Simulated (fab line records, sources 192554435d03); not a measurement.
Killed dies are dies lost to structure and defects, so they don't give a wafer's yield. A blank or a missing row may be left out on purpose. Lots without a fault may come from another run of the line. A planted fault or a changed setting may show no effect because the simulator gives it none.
Which tool did it? | flow n5_finfet | 24 lots, 72 wafers sampled, at 2 steps of a route of 1938

WHAT THE GAUGES READ, wafer by wafer
N5_BEOL_M1_OVL_MEAS_12.
lot  | measured     | on         | M1_OVL (nm)
L074 | day 6 03:49  | overlay-02 | 1.1 0.3 0.0
L075 | day 6 08:19  | overlay-01 | 0.0 0.3 0.4
L076 | day 6 11:05  | overlay-02 | 0.0 0.4 0.6
L077 | day 6 17:28  | overlay-01 | -0.5 -0.4 -0.1
L078 | day 7 02:11  | overlay-01 | -0.7 0.2 -0.9
L079 | day 7 10:17  | overlay-02 | -0.4 -0.2 -0.1
L080 | day 7 13:48  | overlay-01 | -0.7 -0.7 -0.7
L081 | day 7 16:24  | overlay-01 | -0.8 -1.0 -0.6
L082 | day 8 06:25  | overlay-02 | -0.4 -0.8 0.7
L083 | day 8 06:47  | overlay-02 | -0.4 0.1 -0.2
L084 | day 8 15:58  | overlay-01 | -1.7 0.2 -0.3
L085 | day 8 23:27  | overlay-01 | -0.9 -0.7 0.1
L086 | day 9 10:59  | overlay-02 | 0.0 0.0 0.5
L087 | day 9 11:15  | overlay-02 | -1.3 -0.7 -0.7
L088 | day 9 17:04  | overlay-02 | 0.2 0.8 0.6
L089 | day 9 17:20  | overlay-01 | -1.0 -1.4 0.0
L090 | day 9 22:48  | overlay-01 | -0.9 -0.7 -0.2
L091 | day 10 07:01 | overlay-02 | -0.5 -0.7 -1.3
L092 | day 10 17:35 | overlay-02 | 0.0 -0.5 -0.4
L094 | day 11 03:27 | overlay-01 | -0.1 -0.3 0.4
L093 | day 11 03:41 | overlay-02 | 0.0 0.2 0.5
L095 | day 11 09:16 | overlay-01 | -0.1 -0.4 -1.2
L096 | day 11 22:40 | overlay-01 | 0.3 0.0 -0.3
L097 | day 12 01:23 | overlay-02 | -1.0 -1.0 -0.2

N5_BEOL_M1_CD_MEAS_18: pitch 36 nm, target cd 18 nm.
lot  | measured     | on        | cd_nm (nm)
L074 | day 6 04:29  | cd_sem-02 | 18.0 18.0 17.1
L075 | day 6 08:59  | cd_sem-02 | 18.2 18.0 17.5
L076 | day 6 11:39  | cd_sem-01 | 17.4 17.7 18.2
L077 | day 6 17:59  | cd_sem-02 | 17.3 18.4 17.9
L078 | day 7 02:43  | cd_sem-03 | 18.4 17.5 18.0
L079 | day 7 10:49  | cd_sem-02 | 18.1 17.6 18.1
L080 | day 7 14:19  | cd_sem-03 | 18.2 18.5 17.6
L081 | day 7 17:01  | cd_sem-01 | 17.6 18.2 16.8
L082 | day 8 07:01  | cd_sem-02 | 18.0 18.6 17.8
L083 | day 8 07:41  | cd_sem-03 | 17.9 17.9 17.9
L084 | day 8 17:03  | cd_sem-02 | 17.7 18.3 18.0
L085 | day 9 00:02  | cd_sem-03 | 17.3 17.9 18.5
L086 | day 9 11:34  | cd_sem-02 | 18.7 17.8 17.9
L087 | day 9 11:57  | cd_sem-03 | 18.2 17.7 18.7
L088 | day 9 17:35  | cd_sem-02 | 18.6 17.4 18.6
L089 | day 9 18:03  | cd_sem-03 | 18.2 18.5 17.7
L090 | day 9 23:19  | cd_sem-01 | 19.0 18.3 17.5
L091 | day 10 07:46 | cd_sem-01 | 17.6 18.2 17.5
L092 | day 10 18:08 | cd_sem-01 | 17.4 17.3 17.6
L094 | day 11 04:04 | cd_sem-02 | 17.4 18.1 17.7
L093 | day 11 04:12 | cd_sem-03 | 18.5 17.6 18.0
L095 | day 11 09:55 | cd_sem-03 | 18.1 17.6 18.4
L096 | day 11 23:11 | cd_sem-02 | 17.9 17.3 18.1
L097 | day 12 01:54 | cd_sem-03 | 18.1 18.7 17.8

WHICH TOOL RAN EACH LOT (tool, then ch and the chambers of the sampled wafers, then the start)
The record holds no process step before these readings.

WHAT THE TOOLS THEMSELVES READ (means of the sampled wafers that have a number; where no wafer has one, the mark that the record gives instead)
The record holds no such reading with a usual standard deviation.

THE ANSWER, worked out from the rows above alone
Rule: what is usual is taken from the lots themselves. Put in order of their means at a reading, lots are off if they are a third of the lots or fewer, leave a main group of 4 or more, and stand apart from it by a gap of 3 or more times the standard deviation of the main group's means; of several such gaps the widest counts. A main group whose means are all the same, to the digits that the tables above print for the reading, isn't used. A lot without any number at a reading at which 4 lots or more have one is off too. The other lots that the step has rows for count as sound. The gauges are gone through in route order, then the tools' own readings, and for those a lot's mean is taken as printed above. The first step at which some lot is off is used, and at that step the reading that is off furthest; a lot without a number counts as furthest.
No lot is off at any reading shown: from this, nothing can be told.

WHAT THE SIMULATOR HAD PUT IN
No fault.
